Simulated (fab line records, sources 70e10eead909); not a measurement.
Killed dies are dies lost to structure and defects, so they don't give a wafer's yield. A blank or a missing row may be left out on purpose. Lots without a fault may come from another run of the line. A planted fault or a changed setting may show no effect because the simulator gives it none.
Chamber matching | flow nand_harc | NHARC_P_CONTACT_CMP_24 on cmp-01: 4 sister chambers
The step polishes, t overpolish 30 s, target thk 200 nm. 16 wafers are shown with their chamber, then 8 later ones without.

WAFERS WITH THEIR CHAMBER
wafer  | chamber | time_to_endpoint_s (s) | motor_current_A (A) | overpolish_run_s (s)
L083.2 | 3       | 39                     | 12.2                | 30.010
L083.5 | 3       | 42                     | 12.4                | 30.013
L083.6 | 2       | 31                     | 10.9                | 30.011
L084.3 | 3       | 41                     | 11.8                | 30.003
L084.4 | 1       | 42                     | 10.9                | 29.999
L084.5 | 1       | 39                     | 10.2                | 29.996
L086.2 | 1       | 40                     | 11.3                | 29.997
L086.5 | 0       | 39                     | 10.7                | 29.986
L086.6 | 3       | 37                     | 12.1                | 30.012
L088.3 | 2       | 33                     | 11.1                | 29.997
L088.4 | 3       | 38                     | 11.3                | 29.994
L088.6 | 2       | 34                     | 11.1                | 29.990
L090.1 | 1       | 36                     | 10.5                | 30.015
L090.2 | 2       | 31                     | 11.0                | 29.993
L090.3 | 3       | 35                     | 11.7                | 30.008
L093.1 | 0       | 43                     | 11.2                | 29.996

SIGNATURES (means of the wafers above)
reading            | chamber 0 | chamber 1 | chamber 2 | chamber 3 | scatter within a chamber
time_to_endpoint_s | 41.00     | 39.25     | 32.25     | 38.67     | 2.36
motor_current_A    | 10.950    | 10.725    | 11.025    | 11.917    | 0.368
overpolish_run_s   | 29.99100  | 30.00175  | 29.99775  | 30.00667  | 0.00818
Rule: a wafer's distance from a chamber is the root of the sum, over the readings, of the square of ((its reading less the chamber's mean) divided by the reading's scatter). The wafer belongs to the nearest chamber; if the next one is less than 2 further off, it can't be placed. The scatter: the root of (the sum of the squares of (reading less its chamber's mean) over the shown wafers, divided by (wafers less chambers)).

WAFERS WITHOUT THEIR CHAMBER
wafer  | time_to_endpoint_s (s) | motor_current_A (A) | overpolish_run_s (s)
L093.2 | 31                     | 11.0                | 29.989
L093.5 | 40                     | 12.7                | 30.004
L094.1 | 38                     | 12.5                | 29.989
L094.3 | 39                     | 10.8                | 30.001
L094.5 | 38                     | 11.0                | 29.994
L097.2 | 32                     | 10.9                | 30.007
L097.5 | 31                     | 12.0                | 30.005
L097.6 | 39                     | 12.1                | 29.997

WHICH CHAMBER EACH WENT THROUGH
wafer  | from the rows above               | in truth
L093.2 | 2                                 | 2
L093.5 | 3                                 | 3
L094.1 | can't be placed: 3 or 0           | 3
L094.3 | can't be placed: 1 or 0           | 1
L094.5 | can't be placed: 1 or 0 or 2 or 3 | 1
L097.2 | can't be placed: 2 or 1           | 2
L097.5 | can't be placed: 2 or 3           | 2
L097.6 | 3                                 | 3
Placed correctly: 3 of 8. Can't be placed from these rows: 5 (the true chamber is among the candidates in 5). Placed wrongly: 0.
